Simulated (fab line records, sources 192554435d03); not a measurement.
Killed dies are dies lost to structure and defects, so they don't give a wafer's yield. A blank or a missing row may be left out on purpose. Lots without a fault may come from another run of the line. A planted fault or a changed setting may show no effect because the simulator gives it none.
Split-lot experiment | flow n5_finfet | 7 lots, 21 wafers read, on a route of 1938 steps

THE SPLIT
At N5_BEOL_M4_DESCUM_33 (chemistry O2, time 7 s), the setting time_s was moved away from the recipe's 7 s on 10 of the 21 wafers read, by -21.3% to +17.7%. The other wafers ran this setting at the recipe's value.

The file shows no step between the split and the reading.

THE READING
CAR-EUV_of_BEOL_M4_COAT_22.thk_nm (the simulator's own value, which no gauge read), in nm, at N5_BEOL_M4_ETCH_77 (etches underlayer in N2/H2, target depth 6.5 nm, time 5.2 s). The file gives no usual value for it. The 11 wafers here that ran the recipe average 20.3 nm, standard deviation 0.1 nm.

wafer  | tool, chamber at the split | time_s as run, s | against the recipe | CAR-EUV_of_BEOL_M4_COAT_22.thk_nm, nm | against lot-mates on the recipe
L078.1 | rie_diel-03, 0,1           | 6.044            | -13.7%             | 20.6                                  | +0.4
L078.3 | rie_diel-03, 0,1           | 6.044            | -13.7%             | 20.6                                  | +0.4
L078.2 | rie_diel-03, 3             | 7                | recipe             | 20.2                                  | -
L081.1 | rie_diel-03, 3             | 5.509            | -21.3%             | 21                                    | +0.8
L081.3 | rie_diel-03, 0             | 7                | recipe             | 20.2                                  | -
L081.6 | rie_diel-03, 1             | 5.509            | -21.3%             | 20.8                                  | +0.6
L089.3 | rie_diel-04, 3,2,1         | 5.915            | -15.5%             | 20.8                                  | no lot-mate on the recipe
L089.5 | rie_diel-04, 3,2,1         | 5.915            | -15.5%             | 20.8                                  | no lot-mate on the recipe
L089.6 | rie_diel-04, 3,2,1         | 5.915            | -15.5%             | 20.8                                  | no lot-mate on the recipe
L090.1 | rie_diel-04, 3             | 7                | recipe             | 20.4                                  | -
L090.5 | rie_diel-04, 3             | 7                | recipe             | 20.4                                  | -
L090.6 | rie_diel-04, 1             | 7                | recipe             | 20.2                                  | -
L094.1 | rie_diel-04, 2,0           | 5.803            | -17.1%             | 21                                    | +0.8
L094.2 | rie_diel-04, 2,0           | 5.803            | -17.1%             | 21                                    | +0.8
L094.5 | rie_diel-04, 0             | 7                | recipe             | 20.2                                  | -
L096.1 | rie_diel-04, 0             | 7                | recipe             | 20.4                                  | -
L096.4 | rie_diel-04, 1             | 7                | recipe             | 20.4                                  | -
L096.2 | rie_diel-04, 2             | 8.239            | +17.7%             | 19.8                                  | -0.6
L097.1 | rie_diel-04, 2,0,1         | 7                | recipe             | 20.2                                  | -
L097.2 | rie_diel-04, 2,0,1         | 7                | recipe             | 20.4                                  | -
L097.3 | rie_diel-04, 2,0,1         | 7                | recipe             | 20.4                                  | -
Where a row lists several chambers, the file gives one row for several wafers and doesn't say which wafer went through which chamber.

THE FIT
A straight line over all 21 wafers: CAR-EUV_of_BEOL_M4_COAT_22.thk_nm changes by -0.0304 nm for each +1% of time_s; r = -0.95; the points scatter about the line by 0.11 nm.
The same after taking each lot's own level away (the mean of its wafers on the recipe; 18 wafers): -0.0359 nm for each +1%; r = -0.97; scatter 0.1 nm.
On that fit, the largest move of time_s shifts the reading by 0.77 nm.
The lots' own levels span 20.20 to 20.40 nm, that is 2.0 times the standard deviation above.
So the lot-to-lot level changes the slope: the two fits differ.
Check: with one of the wafers moved furthest among these (-21.3%) left out of the fit, the line predicts +0.763 nm for it against its lot-mates. It came out at +0.8 nm against them.

OTHER SPLITS ON THESE WAFERS
These wafers also went through other splits before the reading. Each is held against what the fit with the lots' levels taken away leaves over:
other split on the same wafers            | wafers away from the commonest value | r with CAR-EUV_of_BEOL_M4_COAT_22.thk_nm (lot level and that fit taken away)
N5_MOL_CONTACT_COAG_VIA_ETCH_46 bias_w    | 6                                    | -0.06
N5_BEOL_M0_ETCH_138 source_w              | 11                                   | -0.11
N5_BEOL_M0_TRENCH_ETCH_107 target_depth_a | 5                                    | -0.22
N5_BEOL_M1_ALD_98 ald_cycles              | 9                                    | +0.24
N5_BEOL_M3_VIA_ETCH_34 time_s             | 8                                    | +0.11

THE WHOLE CHAIN: every reading that the file lists as answering this split, in the file's order
step                 | what it does                                                | reading                                                                            | change (the file's fit)                | r (the file's)
N5_BEOL_M4_DESCUM_33 | chemistry O2, time 7 s                                      | CAR-EUV_of_BEOL_M4_COAT_22.thk_nm (the simulator's own value, which no gauge read) | -0.0317 nm for each +1% of the setting | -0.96
N5_BEOL_M4_ETCH_77   | etches underlayer in N2/H2, target depth 6.5 nm, time 5.2 s | CAR-EUV_of_BEOL_M4_COAT_22.thk_nm (the simulator's own value, which no gauge read) | -0.0359 nm for each +1% of the setting | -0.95

THE FILE'S OWN FIT
CAR-EUV_of_BEOL_M4_COAT_22.thk_nm changes by -0.0359 nm for each +1% of time_s, r = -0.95.
